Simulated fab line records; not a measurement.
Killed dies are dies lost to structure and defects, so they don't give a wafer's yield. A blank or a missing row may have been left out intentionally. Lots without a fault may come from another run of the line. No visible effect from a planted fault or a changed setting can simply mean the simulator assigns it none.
A lot that was struck, set against a sound lot | flow n5 finfet | 22 out of 1938 route steps
Sound: the wafers L159.4, L159.5, L159.6. Wafers struck: L167.2, L167.3, L167.6. The cause is given at the end.
Each step with rows lists, per side, the tool, then ch with its chambers, then its first start. Under that, the readings that differ: sound wafers | struck wafers | difference of the means | sigmas: that difference in standard deviations of wafers without a fault.
alike: readings whose means differ by less than 2 such deviations, and words and numbers that are the same on both sides. not compared: withheld readings, readings that some wafer has no value for, bounds like >300 that may hide the same value, and numbers for which the record gives no deviation and whose values overlap.
The two part at a step that has a row with sigmas, a row that says differs or no value, or rows on one side only. Numbers that have no deviation but don't overlap get no sigmas and don't part them. Lack of a reading on every wafer of one side parts them only where that side has two or more wafers.

first, 8 steps without rows for these wafers: N5_FIN_SAQP_ETCH_34 (etches SiO2 in C4F6/O2, target depth 45 nm, time 15 s); N5_FIN_SAQP_STRIP_77 (strips in N2/H2, time 90 s); N5_FIN_SAQP_ETCH_64 (etches SiO2 in CF4, target depth 1.5 nm); N5_FIN_SAQP_FIN_ETCH_36 (etches the open film in HBr/Cl2/O2, target depth 120 nm, time 50.4 s); N5_FIN_SAQP_PRECLEAN_38 (cleans in O3/DIW, time 45 s); N5_FIN_SAQP_PRECLEAN_45 (cleans in dHF, time 10 s); N5_FIN_SAQP_SRD_39 (time 30 s); N5_FIN_CUT_COAT_18 (time 60 s, resist thk 230 nm).
N5_FIN_CUT_COAT_19: time 60 s, resist thk 20 nm.
  sound on litho track-05 ch 0, day 2 04:05; struck on litho track-05 ch 0, day 4 04:08
  reading                                    | sound                | struck               | difference | sigmas
  spin speed rpm (rpm)                       | 1499.5 1500.2 1499.7 | 1617.1 1617.2 1617.6 | +117.5     | +99 or more
  model.SiARC_of_FIN_CUT_COAT_19.thk nm (nm) | 20 20 20             | 19.4 19.2 19.4       | -0.7       |
then, 9 steps without rows for these wafers: N5_FIN_CUT_COAT_29 (time 60 s, resist thk 10 nm); N5_FIN_CUT_COAT_02 (resist thk 30 nm); N5_FIN_CUT_EBR_04; N5_FIN_CUT_SOFTBAKE_03 (time 60 s); N5_FIN_CUT_EXPOSE_05 (exposes mask FIN CUT); N5_FIN_CUT_PEB_06 (peb time 60 s); N5_FIN_CUT_DEVELOP_07 (develop time 30 s); N5_FIN_CUT_DESCUM_13 (chemistry O2, time 7 s); N5_FIN_CUT_ETCH_30 (etches underlayer in N2/H2, target depth 13 nm, time 10.4 s).
N5_FIN_CUT_ETCH_20: etches SiARC in CF4, target depth 26 nm, time 43.3 s.
  sound on rie diel-05 ch 0,1,2, day 2 04:32; struck on rie diel-05 ch 1,2,3, day 4 04:38
  reading                  | sound             | struck            | difference | sigmas
  model.etch.depth nm (nm) | 19.99 20.01 19.99 | 19.33 19.24 19.31 | -0.70      |
  alike: chamber pressure mTorr, drypump motor current A, etch rf on time s, mfc ar sccm, oes product au, rf vpp V, showerhead plenum p Torr, throttle valve pct
  not compared: rf hours counter h
N5_FIN_CUT_ETCH_21: etches SOC in N2/H2, target depth 219 nm, overetch 43.8 nm, time 523.5 s.
  sound on rie diel-05 ch 0,1,2, day 2 04:35; struck on rie diel-05 ch 1,2,3, day 4 04:41
  reading                                    | sound          | struck   | difference | sigmas
  model.SiARC_of_FIN_CUT_COAT_19.thk nm (nm) | 11.6 11.8 11.8 | 11 11 11 | -1         |
  alike: chamber pressure mTorr, drypump motor current A, oes product au, rf vpp V, showerhead plenum p Torr, throttle valve pct
  not compared: rf hours counter h
then, 1 step without rows for these wafers: N5_FIN_CUT_STRIP_23 (strips in N2/H2).
-- the record jumps here: 6 days lie between the struck wafers' starts before and after (it left off in module FIN_CUT and takes up again in module BEOL_M4, whose first step shown is number 1111 of the route) --
N5_BEOL_M4_RC_MEAS_101:
  sound on prober-01 ch 0, day 8 10:34; struck on prober-01 ch 0, day 10 03:54
  alike: DIBL_N, DIBL_P, IOFF_N, IOFF_P, ION_N, ION_P, SS_N, SS_P, VT_N, VT_P

## WHERE THEY PART
Only at N5_FIN_CUT_COAT_19, as far as this record shows. Later steps at which nothing parts them and some readings are alike: N5_FIN_CUT_ETCH_20, N5_FIN_CUT_ETCH_21, N5_BEOL_M4_RC_MEAS_101.

WHY: what the simulator had put in
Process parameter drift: litho track-05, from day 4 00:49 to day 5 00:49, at N5_FIN_CUT_COAT_19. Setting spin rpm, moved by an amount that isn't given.
